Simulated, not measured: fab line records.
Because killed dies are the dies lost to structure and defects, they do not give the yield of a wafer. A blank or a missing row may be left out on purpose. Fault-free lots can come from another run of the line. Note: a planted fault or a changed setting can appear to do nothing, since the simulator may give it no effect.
A struck lot beside a sound one | flow n5 finfet | 38 steps out of a route of 1938
Sound: the wafers L154.2, L154.4, L154.6. Struck: wafer L167.3 (left out: L167.6, a lot-mate that was not struck); the cause follows at the end.
For every step that has rows: the tool of each side, followed by ch and its chambers, followed by its first start. Under that, the readings that differ: sound wafers | struck wafers | difference of the means | sigmas: that difference in standard deviations of wafers without a fault.
alike: readings with means less than 2 such deviations apart, plus words and numbers identical on both sides. not compared: withheld readings, readings lacking a value on some wafer, bounds such as >300 that could conceal the same value, and numbers that have no deviation in the record and whose values overlap.
The two part at a step that has a row with sigmas, a row that says differs or no value, or rows on one side only. When numbers do not overlap yet have no deviation, they are printed without sigmas and do not part them. A reading missing from all wafers of one side parts the sides only when that side holds two or more wafers.

first, 9 steps without rows for these wafers: N5_PMOS_HMC_CHANNEL_EPI_SRD_25 (time 30 s); N5_PMOS_HMC_CHANNEL_EPI_EPI_26 (deposits Si from SiH4/H2, target thk 3.8 nm, time 22.7 s); N5_FIN_SAQP_PRECLEAN_42 (cleans in O3/DIW, time 60 s); N5_FIN_SAQP_PRECLEAN_00 (cleans in SC1, time 60 s); N5_FIN_SAQP_PRECLEAN_44 (cleans in SC2, time 45 s); N5_FIN_SAQP_SRD_01 (time 30 s); N5_FIN_SAQP_ALD_61 (deposits SiO2, target thk 4 nm, pulse time 1 s, purge time 2 s); N5_FIN_SAQP_DENSIFY_62 (time 60 s); N5_FIN_SAQP_HM_DEP_03 (deposits SiNx from SiH4/NH3/N2, target thk 38 nm, time 33.6 s).
N5_FIN_SAQP_PECVD_47: deposits a-Si from SiH4/He, target thk 45 nm, time 36.3 s.
  sound on pecvd-04 ch 0,1, day 2 02:44; struck on pecvd-04 ch 0, day 5 10:05
  reading                                     | sound             | struck | difference | sigmas
  run length s (s)                            | 73.5 71.8 73.4    | 61.2   | -11.7      | -15
  model.a-Si_of_FIN_SAQP_PECVD_47.thk nm (nm) | 44.84 45.47 45.14 | 31.36  | -13.79     |
  alike: heater power w, showerhead plenum p Torr, throttle valve pct
then, 25 steps without rows for these wafers: N5_FIN_SAQP_PECVD_48 (deposits SiNx from SiH4/NH3/N2, target thk 25 nm, time 22.1 s); N5_FIN_SAQP_PECVD_06 (deposits a-Si from SiH4/He, target thk 60 nm, time 48.1 s); N5_FIN_SAQP_HM_DEP_72 (deposits SiO2 from SiH4/N2O, target thk 12 nm, time 7.2 s); N5_FIN_SAQP_COAT_49 (time 60 s, resist thk 100 nm); N5_FIN_SAQP_COAT_50 (time 60 s, resist thk 35 nm); N5_FIN_SAQP_COAT_10 (resist thk 90 nm); N5_FIN_SAQP_EBR_12; N5_FIN_SAQP_SOFTBAKE_11 (time 60 s); N5_FIN_SAQP_EXPOSE_13 (exposes mask FIN CORE, target cd 35.6 nm); N5_FIN_SAQP_PEB_14 (peb time 60 s); N5_FIN_SAQP_DEVELOP_15 (develop time 30 s); N5_FIN_SAQP_DESCUM_21 (chemistry O2, time 7.9 s); N5_FIN_SAQP_ETCH_51 (etches SiARC in CF4, target depth 45.5 nm, time 75.8 s); N5_FIN_SAQP_ETCH_52 (etches SOC in N2/H2, target depth 100 nm, overetch 20 nm, time 150 s); N5_FIN_SAQP_STRIP_53 (strips in N2/H2); N5_FIN_SAQP_HM_OPEN_73 (chemistry CHF3/O2, target SiO2, stops on a-Si, target depth 12 nm, time 16.8 s); N5_FIN_SAQP_STRIP_74 (strips in CHF3/O2); N5_FIN_SAQP_MANDREL_ETCH_22 (etches a-Si in HBr/Cl2, stops on SiNx, target depth 60 nm, bt time 10 s, time 30 s); N5_FIN_SAQP_STRIP_55 (strips in N2/H2); N5_FIN_SAQP_STRIP_23 (strips in SPM, time 750 s); N5_FIN_SAQP_SRD_66 (time 30 s); N5_FIN_SAQP_RECESS_75 (chemistry HF/NH3, target SiO2, target depth 14.4 nm, afs cycles 3, sublimation time 60 s); N5_FIN_SAQP_SPACER1_ALD_24 (deposits SiO2, target thk 20.3 nm, pulse time 1 s, purge time 2 s); N5_FIN_SAQP_SPACER1_ETCHBACK_25 (etches SiO2 in CHF3/O2, target depth 24.4 nm, time 12.2 s); N5_FIN_SAQP_MANDREL1_REMOVE_56 (chemistry HBr/Cl2/O2, target a-Si, stops on SiNx, bt time 10 s).
N5_FIN_SAQP_MANDREL_ETCH_58: etches a-Si in HBr/Cl2, stops on SiNx, target depth 45 nm, bt time 10 s, time 27 s.
  sound on rie si-03 ch 0,2,3, day 2 06:00; struck on rie si-01 ch 2, day 5 13:25
  reading                  | sound             | struck | difference | sigmas
  oes product au (a.u.)    | 0.671 0.688 0.692 | 0.600  | -0.084     | -6
  model.etch.depth nm (nm) | 44.84 45.47 45.14 | 31.36  | -13.79     |
  alike: drypump motor current A, throttle valve pct
  not compared: rf hours counter h
-- the record jumps here: 6 days lie between the struck wafers' starts before and after (it left off in module FIN_SAQP and takes up again in module BEOL_M4, whose first step shown is number 1111 of the route) --
N5_BEOL_M4_RC_MEAS_101:
  sound on prober-02 ch 0, day 8 04:31; struck on prober-01 ch 0, day 11 17:31
  reading       | sound          | struck | difference | sigmas
  DIBL_P (mV/V) | 37.0 37.4 39.3 | 33.3   | -4.6       | -2
  alike: DIBL_N, IOFF_N, IOFF_P, ION_N, ION_P, SS_N, SS_P, VT_N, VT_P
after that, 1 step had no rows for these wafers: N5_PASSIVATION_PROBE_49.

WHERE THEY PART
Last at N5_BEOL_M4_RC_MEAS_101 as far as this record goes, first at N5_FIN_SAQP_PECVD_47.

WHY: the cause the simulator had injected
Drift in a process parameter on pecvd-04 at N5_FIN_SAQP_PECVD_47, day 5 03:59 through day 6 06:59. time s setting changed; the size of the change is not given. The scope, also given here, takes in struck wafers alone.
